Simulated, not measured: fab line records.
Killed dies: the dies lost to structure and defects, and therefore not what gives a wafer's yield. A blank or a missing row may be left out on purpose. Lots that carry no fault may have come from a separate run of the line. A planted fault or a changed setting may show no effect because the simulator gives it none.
fab line records    flow nandHarc    part 2 of 2: steps 5 to 6 of 6
record: lots: 21  wafers: 63  lastDay: 33
route steps=1302 shown A_CHANNEL_HOLE_D2@587 A_CHANNEL_FILL_D2@619
lots that met no fault: from a run of the same line without faults
startH: start of the lot's first displayed wafer, in hours after the record's first day    waitH: hours since the lot's step before    " repeats the value in the row above    L1.1+2: several wafers, shown together as one row    - no value present, or no start provided    * or withheld: withheld    < > ~ a bound
route shown NAME@n: a module of which the file shows steps, and the number in the route of the first    usual: the fault-free wafers' mean and standard deviation    same: alike in all rows    chamber/n: place in a boat    sites: per-site readings    _std_site: the values' standard deviation    _edge_site: outer sites' mean less inner sites'    radiusMm: how far each site lies from the wafer's centre    mask NAME#n: copy n    behind: the most recent tool/chamber to have shaped the wafer    hold: why the lot was held/for how many hours/how that ended    device: the transistor (n, p or np) that didn't switch    end of line: at the end of the route, the tests of the same wafers    where a step has no rows: the recipe by itself    killed: not the wafer's yield, but the dies lost to structure and defects at the first sort    map: dies across one wafer; x = killed, . = not, _ = none there
set.NAME: the run value of the setting; set.NAME@STEP: its run value at that earlier step    model.NAME: the simulator's own value behind a step, which no gauge read
the route's steps for a sample of lots (tables are steps, rows are wafers)
services: from which hour (startH, from the record's first day; less than 0 if before it) a tool's chamber was out of use, for how many hours, and why
== steps ==
step: NHARC_A_CHANNEL_FILL_D2_ALD_25
recipe: targetThkA: 600  pulseTimeS: 10  aldCycles: 600  tempC: 300  material: SiOx
usual: heaterPowerW: 483/45  precursorPulseHeightRel: 1.000/0.018  susceptorTempC: 300.01/0.19
same: pulseTimeS: 10
lot.wafer  tool      chamber  startH  waitH  heaterPowerW  precursorPulseHeightRel  susceptorTempC
L074.1     aldHk-01  2        338.04  0.1    549           0.997                    300.19
L074.2     "         3        "       "      456           1.023                    300.11
L074.5     "         2        340.51  2.5    551           1.027                    300.20
L076.4     aldHk-04  0        354.22  0.1    515           1.003                    300.35
L076.2     "         3        356.08  1.9    542           1.004                    300.13
L076.5     "         0        "       "      515           1.040                    299.97
L075.3     aldHk-01  1        355.82  1.7    458           0.996                    300.00
L075.1     "         3        357.04  2.9    462           0.971                    300.01
L075.6     "         1        358.26  4.1    468           1.015                    299.82
L077.3     aldHk-04  0        361.81  1.8    522           0.975                    299.95
L077.1     "         2        363.05  3.1    416           0.992                    300.22
L077.5     "         1        364.92  4.9    483           0.998                    299.65
L078.1     aldHk-02  2        375.05  1.3    521           1.002                    300.20
L078.2     "         3        "       "      448           0.981                    300.24
L078.5     "         1        376.88  3.1    419           1.009                    299.64
L079.1     aldHk-02  1        395.30  1.3    441           0.978                    -
L079.2     "         2        "       "      512           0.985                    -
L079.5     "         0        397.10  3.1    412           0.987                    -
L080.1     aldHk-01  1        395.31  1.3    477           1.025                    300.18
L080.3     "         2        "       "      549           1.026                    299.73
L080.5     "         0        397.13  3.1    516           0.974                    299.94
L081.3     aldHk-01  3        411.98  0.7    461           1.002                    299.79
L081.4     "         1        413.21  1.9    465           0.986                    299.96
L081.6     "         3        414.45  3.1    456           0.989                    299.92
L082.2     aldHk-04  0        431.43  0.7    532           1.022                    300.12
L082.4     "         2        432.67  1.9    416           1.015                    300.11
L082.6     "         0        433.91  3.2    524           1.016                    300.06
L083.1     aldHk-01  1        439.17  0.1    468           0.999                    300.28
L083.3     "         2        440.44  1.3    566           1.019                    300.03
L083.2     "         3        441.71  2.6    476           1.001                    299.83
L085.1     aldHk-02  0        448.38  0.7    415           0.979                    299.81
L085.2     "         3        450.22  2.5    445           1.019                    299.81
L085.6     "         0        "       "      424           1.013                    299.84
L086.1     aldHk-01  2        448.95  1.3    550           1.011                    299.87
L086.2     "         0        451.38  3.7    515           1.013                    299.71
L086.5     "         2        453.81  6.1    545           0.997                    300.05
L084.2     aldHk-04  1        453.28  1.3    501           1.008                    300.17
L084.3     "         2        454.50  2.5    404           1.008                    300.05
L084.6     "         1        458.15  6.1    487           0.973                    300.30
L087.4     aldHk-01  3        467.20  0.1    464           1.016                    299.77
L087.1     "         0        "       "      509           0.972                    299.72
L087.6     "         0        470.32  3.2    528           1.002                    299.85
L088.2     aldHk-02  2        490.44  0.7    524           0.991                    299.76
L088.3     "         0        491.69  1.9    407           1.018                    299.99
L088.5     "         2        492.94  3.2    511           1.019                    299.69
L091.1     aldHk-02  3        499.05  1.9    446           1.022                    300.10
L091.6     "         0        "       "      423           1.004                    300.25
L091.5     "         1        "       "      433           0.999                    300.07
L089.3     aldHk-01  2        501.14  0.1    529           1.014                    299.92
L089.2     "         3        "       "      449           1.010                    300.31
L089.5     "         3        504.26  3.2    438           0.993                    300.03
L093.1     aldHk-04  3        523.47  0.1    541           1.008                    300.10
L093.2     "         0        "       "      522           1.013                    299.90
L093.3     "         2        525.31  1.9    426           0.948                    299.63
L094.2     aldHk-04  1        539.48  0.1    489           0.976                    299.65
L094.4     "         2        "       "      406           1.020                    299.84
L094.5     "         1        541.92  2.5    481           0.992                    299.99
L095.3     aldHk-01  3        556.50  0.1    437           0.985                    300.12
L095.4     "         2        558.33  1.9    523           0.977                    299.99
L095.6     "         0        559.55  3.1    502           0.992                    299.98
L097.1     aldHk-04  1        567.39  0.7    495           0.995                    299.87
L097.2     "         3        568.62  1.9    526           1.009                    299.73
L097.6     "         1        569.85  3.1    491           1.013                    300.12
step: NHARC_A_CHANNEL_FILL_D2_STRIP_29
recipe: timeS: 20  o2FlowSccm: 500  arFlowSccm: 0  biasW: 0  chemistry: O2
usual: drypumpMotorCurrentA: 5.9/0.44  mfcArSccm: 0.010/0.0095  oesProductAu: 1.002/0.0081  rfVppV: 57.6/0.89  showerheadPlenumPTorr: 3.52/0.11  throttleValvePct: 17.037/0.009
same: timeS: 20
lot.wafer  tool        chamber  startH  waitH  drypumpMotorCurrentA  mfcArSccm  oesProductAu  rfHoursCounterH  rfVppV  showerheadPlenumPTorr  throttleValvePct
L074.2     rieDiel-06  1        -       -      6.2                   0          1.004         0                57.0    3.54                   17.027
L074.1     "           3        "       "      6.4                   0.024      1.007         0                57.3    3.41                   17.050
L074.5     "           1        "       "      6.2                   0          0.999         -                57.9    3.54                   17.039
L076.2     rieDiel-06  2        -       -      5.9                   0.011      0.985         1                57.0    3.51                   17.042
L076.4     "           0        "       "      6.1                   0.002      1.005         1                57.5    3.70                   17.029
L076.5     "           1        "       "      6.2                   0          1.008         -                58.3    3.54                   17.044
L075.1     rieDiel-01  1        -       -      6.4                   0          1.009         4                56.4    3.35                   17.050
L075.3     "           2        "       "      5.3                   0.010      1.005         4                57.7    3.46                   17.036
L075.6     "           0        "       "      4.9                   0.031      1.007         -                57.5    3.67                   17.030
L077.1     rieDiel-02  2        -       -      5.2                   0.017      1.007         21               57.6    3.53                   17.038
L077.3     "           3        "       "      6.1                   0.012      0.997         21               56.7    3.44                   17.042
L077.5     "           0        "       "      5.8                   0.003      1.004         -                57.7    3.34                   17.030
L078.1     rieDiel-01  2        -       -      5.3                   0.010      0.990         5                56.8    3.46                   17.050
L078.2     "           3        "       "      5.8                   0.010      1.017         4                56.8    3.49                   17.039
L078.5     "           3        "       "      5.8                   0.010      1.012         -                58.6    3.49                   17.031
L079.1     rieDiel-01  0        -       -      4.9                   0.031      0.990         1                57.3    3.67                   17.047
L079.2     "           2        "       "      5.3                   0.010      0.995         0                56.9    3.46                   17.049
L079.5     "           0        "       "      4.9                   0.031      0.998         -                57.9    3.67                   17.035
L080.3     rieDiel-06  3        -       -      6.4                   0.024      1.003         2                57.9    3.41                   17.043
L080.1     "           1        "       "      6.3                   0          0.998         2                57.9    3.54                   17.036
L080.5     "           3        "       "      6.4                   0.024      1.007         -                59.7    3.41                   17.033
L081.3     rieDiel-06  2        -       -      5.9                   0.011      0.992         2                57.5    3.51                   17.048
L081.4     "           3        "       "      6.4                   0.024      1.007         2                58.1    3.41                   17.038
L081.6     "           0        "       "      6.1                   0.002      1.000         -                57.5    3.70                   17.035
L082.2     rieDiel-06  0        -       -      6.0                   0.002      1.005         3                58.3    3.70                   17.052
L082.4     "           1        "       "      6.2                   0          1.014         3                58.1    3.54                   17.034
L082.6     "           0        "       "      6.0                   0.002      0.997         -                57.4    3.70                   17.059
L083.2     rieDiel-06  1        -       -      6.2                   0          1.008         3                56.5    3.54                   17.030
L083.1     "           2        "       "      5.9                   0.011      0.995         4                59.0    3.51                   17.025
L083.3     "           3        "       "      6.4                   0.024      1.009         4                57.0    3.41                   17.030
L085.1     rieDiel-02  3        -       -      6.1                   0.012      0.995         7                56.7    3.43                   17.032
L085.2     "           0        "       "      5.8                   0.003      1.011         6                57.1    3.33                   17.029
L085.6     "           2        "       "      5.1                   0.017      0.985         -                57.0    3.52                   17.036
L086.1     rieDiel-01  1        -       -      6.4                   0          0.996         2                57.5    3.35                   17.029
L086.2     "           0        "       "      4.9                   0.031      0.995         2                59.0    3.67                   17.044
L086.5     "           2        "       "      5.3                   0.010      1.003         -                56.8    3.46                   17.048
L084.2     rieDiel-06  3        -       -      6.4                   0.024      1.000         4                56.5    3.41                   17.036
L084.3     "           0        "       "      6.1                   0.002      1.001         4                57.6    3.70                   17.034
L084.6     "           2        "       "      5.9                   0.011      0.997         -                57.8    3.51                   17.030
L087.4     rieDiel-06  3        -       -      6.4                   0.024      1.008         4                57.6    3.41                   17.030
L087.1     "           0        "       "      6.1                   0.002      1.003         4                58.3    3.70                   17.034
L087.6     "           2        "       "      5.9                   0.011      0.987         -                57.4    3.51                   17.053
L088.3     rieDiel-06  1        -       -      6.2                   0          1.009         0                58.0    3.54                   17.037
L088.2     "           2        "       "      5.9                   0.011      1.009         0                58.1    3.51                   17.045
L088.5     "           2        "       "      6.0                   0.011      0.995         -                58.1    3.51                   17.029
L091.1     rieDiel-01  3        -       -      5.8                   0.010      1.015         3                55.7    3.49                   17.041
L091.6     "           1        "       "      6.4                   0          1.002         -                57.7    3.35                   17.031
L091.5     "           2        "       "      5.3                   0.010      1.011         -                58.0    3.46                   17.044
L089.2     rieDiel-06  3        -       -      6.4                   0.024      1.006         1                58.4    3.41                   17.031
L089.3     "           1        "       "      6.3                   0          1.000         1                57.7    3.54                   17.029
L089.5     "           2        "       "      5.9                   0.011      1.006         -                56.3    3.51                   17.032
L093.2     rieDiel-06  0        -       -      6.1                   0.002      0.995         1                58.9    3.70                   17.029
L093.3     "           1        "       "      6.3                   0          1.005         1                58.0    3.54                   17.050
L093.1     "           2        "       "      5.9                   0.011      0.999         1                56.4    3.51                   17.029
L094.2     rieDiel-01  0        545.18  0.1    4.9                   0.031      1.007         5                58.6    3.67                   17.044
L094.5     "           0        "       "      4.9                   0.031      0.993         -                57.1    3.67                   17.019
L094.4     "           1        "       "      6.4                   0          1.011         -                57.3    3.35                   17.031
L095.3     rieDiel-02  1        -       -      6.3                   0.014      1.008         25               59.4    3.70                   17.051
L095.4     "           3        "       "      6.1                   0.012      1.008         27               56.5    3.42                   17.042
L095.6     "           2        "       "      5.1                   0.017      0.999         -                58.2    3.51                   17.034
L097.1     rieDiel-06  0        -       -      6.1                   0.002      0.995         2                59.0    3.70                   17.043
L097.2     "           1        "       "      6.2                   0          1.008         2                57.3    3.54                   17.045
L097.6     "           0        "       "      6.1                   0.002      1.008         -                59.8    3.70                   17.039
== services ==
tool        chamber  startH  hours  kind
rieDiel-12  -        268.40  9.0    pm
rieSi-02    -        277.00  9.0    pm
rieSi-06    2        287.92  3.4    repair
rieDiel-01  3        292.95  21.6   repair
aldHk-01    -        304.64  10.0   pm
rieDiel-06  -        307.20  9.0    pm
rieDiel-01  1        310.92  2.1    repair
rieDiel-11  1        321.73  7.7    repair
rieSi-02    0        354.90  3.5    repair
rieDiel-07  3        366.85  12.2   repair
aldHk-04    -        373.06  1.4    repair
rieDiel-06  1        376.18  7.0    repair
harEtch-02  -        377.00  17.0   pm
rieDiel-07  2        385.71  4.4    repair
rieDiel-06  1        402.89  6.4    repair
rieSi-02    2        408.19  2.7    repair
rieSi-02    1        436.20  11.9   repair
rieDiel-06  1        442.84  1.4    repair
rieSi-02    -        454.00  9.0    pm
rieDiel-07  -        471.20  9.0    pm
aldHk-01    -        482.64  10.0   pm
rieDiel-06  -        484.20  9.0    pm
rieDiel-06  0        514.63  9.6    repair
rieDiel-06  -        515.45  0.4    repair
